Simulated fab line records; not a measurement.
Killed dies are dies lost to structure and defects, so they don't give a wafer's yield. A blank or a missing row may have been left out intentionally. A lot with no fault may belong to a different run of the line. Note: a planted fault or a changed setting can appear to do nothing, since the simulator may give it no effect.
A lot that was struck, set against a sound lot -- flow nand harc -- 42 out of 1159 route steps
Sound: wafers L944.1, L944.4, L944.6. Struck: wafer L953.2 (L953.4, L953.5, from the same lot, were not struck and are left out); the cause is given at the end.
At each step with rows: each side's tool, then ch and its chambers, then its first start. Under that, the readings that differ: sound wafers -- struck wafers -- difference of the means -- sigmas: that difference in standard deviations of wafers without a fault.
alike: readings whose means differ by less than 2 such deviations, and words and numbers that are the same on both sides. not compared: withheld readings, readings that some wafer has no value for, bounds like >300 that may hide the same value, and numbers for which the record gives no deviation and whose values overlap.
A row with sigmas, a row that says differs or no value, or rows on one side alone: a step with any of these is where the two part. Numbers that don't overlap but have no deviation are shown without sigmas and don't part them. A reading that every wafer of one side lacks parts them only if that side has two wafers or more.

first, 3 steps without rows for these wafers: NHARC_A_CONTACT_DESCUM_47 (chemistry O2, time 3 s); NHARC_A_CONTACT_ETCH_48 (etches the open film in CF4, target depth 39 nm, time 65 s); NHARC_A_CONTACT_ETCH_49 (etches the open film in N2/H2, target depth 260 nm, time 475.3 s).
NHARC_A_CONTACT_ETCH_50: etches the open film in CF4/CHF3, target depth 84.7 nm, time 42.4 s.
  sound: rie diel-07 ch 0,2,3; struck: rie diel-03 ch 1
reading,sound,struck,difference,sigmas
drypump motor current A (A),5.5 5.1 5.5,6.3,+0.9,+3
  alike: oes product au, rf vpp V, showerhead plenum p Torr, throttle valve pct
  not compared: rf hours counter h
then, 2 steps without rows for these wafers: NHARC_A_CONTACT_ETCH_51 (etches the open film in O2/COS, target depth 3600 nm, time 936 s); NHARC_A_CONTACT_ETCH_111 (etches the open film in C4F8/O2/Ar, time 140 s, target depth 700 nm).
NHARC_A_CONTACT_ETCH_112: etches the open film in C4F8/O2/Ar, time 94 s, target depth 922 nm.
  sound on har cap etch-02 ch 0,1, day 17 11:34; struck on har cap etch-03 ch 0, day 19 07:29
  alike: oes air line au
  not compared: rf hours counter h
then, 5 steps without rows for these wafers: NHARC_A_CONTACT_ETCH_113 (etches the open film in C4F8/O2/Ar, time 94 s, target depth 922 nm); NHARC_A_CONTACT_ETCH_114 (etches the open film in C4F8/O2/Ar, time 94 s, target depth 922 nm); NHARC_A_CONTACT_ETCH_115 (etches the open film in C4F8/O2/Ar, time 94 s, target depth 922 nm); NHARC_A_CONTACT_ETCH_116 (etches the open film in C4F8/O2/Ar, time 94 s, target depth 922 nm); NHARC_A_CONTACT_ETCH_117 (etches the open film in C4F8/O2/Ar, time 94 s, target depth 922 nm).
NHARC_A_CONTACT_ETCH_118: etches the open film in C4F8/O2/Ar, time 94 s, target depth 922 nm.
  sound on har cap etch-02 ch 0,1, day 17 12:07; struck on har cap etch-03 ch 0, day 19 08:02
  alike: oes air line au
  not compared: rf hours counter h
then, 2 steps without rows for these wafers: NHARC_A_CONTACT_ETCH_119 (etches the open film in C4F8/O2/Ar, time 94 s, target depth 922 nm); NHARC_A_CONTACT_ETCH_120 (etches the open film in C4F8/O2/Ar, time 94 s, target depth 922 nm).
NHARC_A_CONTACT_ETCH_121: etches the open film in C4F8/O2/Ar, time 94 s, target depth 922 nm.
  sound on har cap etch-02 ch 0,1, day 17 12:23; struck on har cap etch-03 ch 0, day 19 08:19
  alike: oes air line au
  not compared: rf hours counter h
then, 1 step without rows for these wafers: NHARC_A_CONTACT_ETCH_122 (etches the open film in C4F8/O2/Ar, time 95 s, target depth 930 nm).
NHARC_A_CONTACT_ETCH_123: etches the open film in C4F8/O2/Ar, time 253 s, target depth 1090 nm.
  sound on har cap etch-02 ch 0,1, day 17 12:34; struck on har cap etch-03 ch 0, day 19 08:29
  alike: oes air line au
  not compared: rf hours counter h
then, 2 steps without rows for these wafers: NHARC_A_CONTACT_ETCH_90 (etches the open film in CH3F/O2, target depth 40 nm, time 85.7 s); NHARC_A_CONTACT_ETCH_96 (etches the open film in C4F6/O2, target depth 20 nm, time 10 s).
NHARC_A_CONTACT_CD_MEAS_53:
  sound: cd sem-03 at day 17 13:25; struck: cd sem-02 at day 19 09:23
  alike: cd nm
then, 4 steps without rows for these wafers: NHARC_A_CONTACT_STRIP_99 (strips in N2/H2); NHARC_A_CONTACT_STRIP_100 (strips in CF4/CHF3); NHARC_A_CONTACT_STRIP_101 (strips in O2/COS); NHARC_A_CONTACT_ETCH_102 (etches the open film in CF4/O2, target depth 70 nm, overetch 7 nm, time 38.5 s).
NHARC_A_CONTACT_STRIP_55: strips in O2.
  sound: rie diel-07 ch 0,3; struck: rie diel-06 ch 3
reading,sound,struck,difference,sigmas
throttle valve pct (%),17.033 17.029 17.032,17.048,+0.017,+2
  alike: drypump motor current A, oes product au, rf vpp V, showerhead plenum p Torr
  not compared: rf hours counter h
then, 13 steps without rows for these wafers: NHARC_A_CONTACT_STRIP_56 (strips in post etch residue remover, time 600 s); NHARC_A_CONTACT_DEP_57 (deposits aC, target thk 2800 nm); NHARC_A_CONTACT_DEP_58 (deposits SiON, target thk 60 nm); NHARC_A_CONTACT_DEHYDRATE_59 (time 120 s); NHARC_A_CONTACT_HMDS_60 (time 30 s); NHARC_A_CONTACT_COAT_61 (time 75 s); NHARC_A_CONTACT_COAT_62 (time 65 s); NHARC_A_CONTACT_COAT_63 (resist thk 90 nm); NHARC_A_CONTACT_SOFTBAKE_64 (time 55 s); NHARC_A_CONTACT_EBR_65; NHARC_A_CONTACT_EXPOSE_66 (exposes mask A CC 2); NHARC_A_CONTACT_PEB_67 (peb time 65 s); NHARC_A_CONTACT_DEVELOP_68 (develop time 35 s).
NHARC_A_CONTACT_CD_MEAS_69: the cd target is 200 nm.
  sound on cd sem-03 ch 0, day 17 17:24; struck on cd sem-02 ch 0, day 19 13:40
  alike: cd nm
NHARC_A_CONTACT_OVL_MEAS_70:
  sound: overlay-01 at day 17 17:29; struck: overlay-02 at day 19 13:46
reading,sound,struck,difference,sigmas
overlay y nm (nm),-1.2 -1.0 -1.6,1.1,+2.4,+2
  alike: overlay x nm
-- break in the record here, with 3 days between the starts of the struck wafers on either side (left off in module A_CONTACT, picked up again in module END, where the first step shown is number 1159 on the route) --
NHARC_END_SORT_01:
  only the struck wafers appear in the record here, on prober-01 ch 0 at day 22 20:20; the sound ones have no rows

WHERE THEY PART
Last at NHARC_END_SORT_01 as far as this record goes, first at NHARC_A_CONTACT_ETCH_50.

WHY: whatever the simulator had introduced
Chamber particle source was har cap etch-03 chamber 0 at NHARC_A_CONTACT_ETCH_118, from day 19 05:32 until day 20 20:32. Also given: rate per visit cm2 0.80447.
